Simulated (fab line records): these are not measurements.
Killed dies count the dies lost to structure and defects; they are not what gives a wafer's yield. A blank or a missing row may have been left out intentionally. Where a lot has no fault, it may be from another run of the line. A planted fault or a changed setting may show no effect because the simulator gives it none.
Chamber matching :: flow n5-finfet :: 4 sister chambers for N5_SDB_CMP_30 on cmp-03
The step polishes, stops on poly-Si, t overpolish 1.54 s, target thk 30 nm. 22 wafers are shown with their chamber, then 11 later ones without.

== WAFERS WITH THEIR CHAMBER ==
wafer: L082.2
chamber: 0
motor-current-A (A): 11.0
time-to-endpoint-s (s): 16.3
overpolish-run-s (s): 1.528

wafer: L082.4
chamber: 1
motor-current-A (A): 13.1
time-to-endpoint-s (s): 16.2
overpolish-run-s (s): 1.549

wafer: L082.5
chamber: 3
motor-current-A (A): 11.4
time-to-endpoint-s (s): 17.3
overpolish-run-s (s): 1.541

wafer: L083.1
chamber: 1
motor-current-A (A): 12.7
time-to-endpoint-s (s): 15.1
overpolish-run-s (s): 1.526

wafer: L083.4
chamber: 3
motor-current-A (A): 11.4
time-to-endpoint-s (s): 20.3
overpolish-run-s (s): 1.531

wafer: L083.5
chamber: 0
motor-current-A (A): 11.1
time-to-endpoint-s (s): 19.4
overpolish-run-s (s): 1.547

wafer: L084.1
chamber: 2
motor-current-A (A): 12.1
time-to-endpoint-s (s): 18.5
overpolish-run-s (s): 1.559

wafer: L084.5
chamber: 2
motor-current-A (A): 12.1
time-to-endpoint-s (s): 21.1
overpolish-run-s (s): 1.537

wafer: L084.6
chamber: 1
motor-current-A (A): 12.7
time-to-endpoint-s (s): 16.7
overpolish-run-s (s): 1.550

wafer: L086.1
chamber: 1
motor-current-A (A): 12.4
time-to-endpoint-s (s): 16.4
overpolish-run-s (s): 1.557

wafer: L086.2
chamber: 0
motor-current-A (A): 11.3
time-to-endpoint-s (s): 15.4
overpolish-run-s (s): 1.536

wafer: L086.4
chamber: 2
motor-current-A (A): 12.7
time-to-endpoint-s (s): 18.2
overpolish-run-s (s): 1.547

wafer: L087.1
chamber: 3
motor-current-A (A): 11.4
time-to-endpoint-s (s): 21.3
overpolish-run-s (s): 1.554

wafer: L087.5
chamber: 0
motor-current-A (A): 11.5
time-to-endpoint-s (s): 21.5
overpolish-run-s (s): 1.536

wafer: L087.6
chamber: 3
motor-current-A (A): 10.9
time-to-endpoint-s (s): 21.5
overpolish-run-s (s): 1.543

wafer: L089.1
chamber: 3
motor-current-A (A): 10.7
time-to-endpoint-s (s): 17.5
overpolish-run-s (s): 1.542

wafer: L089.3
chamber: 0
motor-current-A (A): 11.8
time-to-endpoint-s (s): 16.2
overpolish-run-s (s): 1.536

wafer: L089.4
chamber: 2
motor-current-A (A): 13.4
time-to-endpoint-s (s): 17.7
overpolish-run-s (s): 1.527

wafer: L090.4
chamber: 2
motor-current-A (A): 12.4
time-to-endpoint-s (s): 16.3
overpolish-run-s (s): 1.533

wafer: L090.5
chamber: 2
motor-current-A (A): 11.4
time-to-endpoint-s (s): 16.5
overpolish-run-s (s): 1.548

wafer: L090.6
chamber: 1
motor-current-A (A): 12.7
time-to-endpoint-s (s): 14.5
overpolish-run-s (s): 1.528

wafer: L093.2
chamber: 1
motor-current-A (A): 12.3
time-to-endpoint-s (s): 16.4
overpolish-run-s (s): 1.543

SIGNATURES (means of the wafers above)
reading: motor-current-A
chamber 0: 11.340
chamber 1: 12.650
chamber 2: 12.350
chamber 3: 11.160
scatter within a chamber: 0.442

reading: time-to-endpoint-s
chamber 0: 17.760
chamber 1: 15.883
chamber 2: 18.050
chamber 3: 19.580
scatter within a chamber: 1.86

reading: overpolish-run-s
chamber 0: 1.53660
chamber 1: 1.54217
chamber 2: 1.54183
chamber 3: 1.54220
scatter within a chamber: 0.0103
Rule: a wafer's distance from a chamber is the root of the sum, over the readings, of the square of ((its reading less the chamber's mean) divided by the reading's scatter). If the next closest chamber is less than 2 further off than the closest, the wafer can't be placed; otherwise it belongs to the closest. The scatter is the square root of a quotient: the sum, over the shown wafers, of each reading's squared deviation from its chamber's mean, divided by wafers minus chambers.

== WAFERS WITH NO CHAMBER GIVEN ==
wafer: L093.3
motor-current-A (A): 11.0
time-to-endpoint-s (s): 21.7
overpolish-run-s (s): 1.542

wafer: L093.5
motor-current-A (A): 11.4
time-to-endpoint-s (s): 18.8
overpolish-run-s (s): 1.552

wafer: L094.1
motor-current-A (A): 10.6
time-to-endpoint-s (s): 22.5
overpolish-run-s (s): 1.552

wafer: L094.2
motor-current-A (A): 12.0
time-to-endpoint-s (s): 23.1
overpolish-run-s (s): 1.521

wafer: L094.3
motor-current-A (A): 11.1
time-to-endpoint-s (s): 21.5
overpolish-run-s (s): 1.525

wafer: L095.1
motor-current-A (A): 11.4
time-to-endpoint-s (s): 20.4
overpolish-run-s (s): 1.551

wafer: L095.3
motor-current-A (A): 12.0
time-to-endpoint-s (s): 19.5
overpolish-run-s (s): 1.528

wafer: L095.5
motor-current-A (A): 12.5
time-to-endpoint-s (s): 20.6
overpolish-run-s (s): 1.547

wafer: L096.1
motor-current-A (A): 12.6
time-to-endpoint-s (s): 18.3
overpolish-run-s (s): 1.533

wafer: L096.5
motor-current-A (A): 10.9
time-to-endpoint-s (s): 20.9
overpolish-run-s (s): 1.539

wafer: L096.6
motor-current-A (A): 12.3
time-to-endpoint-s (s): 18.6
overpolish-run-s (s): 1.537

== WHICH CHAMBER EACH ONE RAN IN ==
wafer: L093.3
from the rows above: can't be placed: 3 or 0
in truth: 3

wafer: L093.5
from the rows above: can't be placed: 3 or 0 or 2
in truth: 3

wafer: L094.1
from the rows above: can't be placed: 3 or 0
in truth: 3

wafer: L094.2
from the rows above: can't be placed: 3 or 2 or 0 or 1
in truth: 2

wafer: L094.3
from the rows above: can't be placed: 3 or 0 or 2
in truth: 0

wafer: L095.1
from the rows above: can't be placed: 3 or 0 or 2
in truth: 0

wafer: L095.3
from the rows above: can't be placed: 2 or 0 or 3 or 1
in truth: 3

wafer: L095.5
from the rows above: can't be placed: 2 or 1 or 3 or 0
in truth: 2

wafer: L096.1
from the rows above: can't be placed: 2 or 1 or 0
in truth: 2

wafer: L096.5
from the rows above: can't be placed: 3 or 0
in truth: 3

wafer: L096.6
from the rows above: can't be placed: 2 or 1 or 0
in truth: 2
Correct placement for 0 of the 11. These rows do not allow placing 11 (true chamber among the candidates in 11). Wrongly placed: 0.
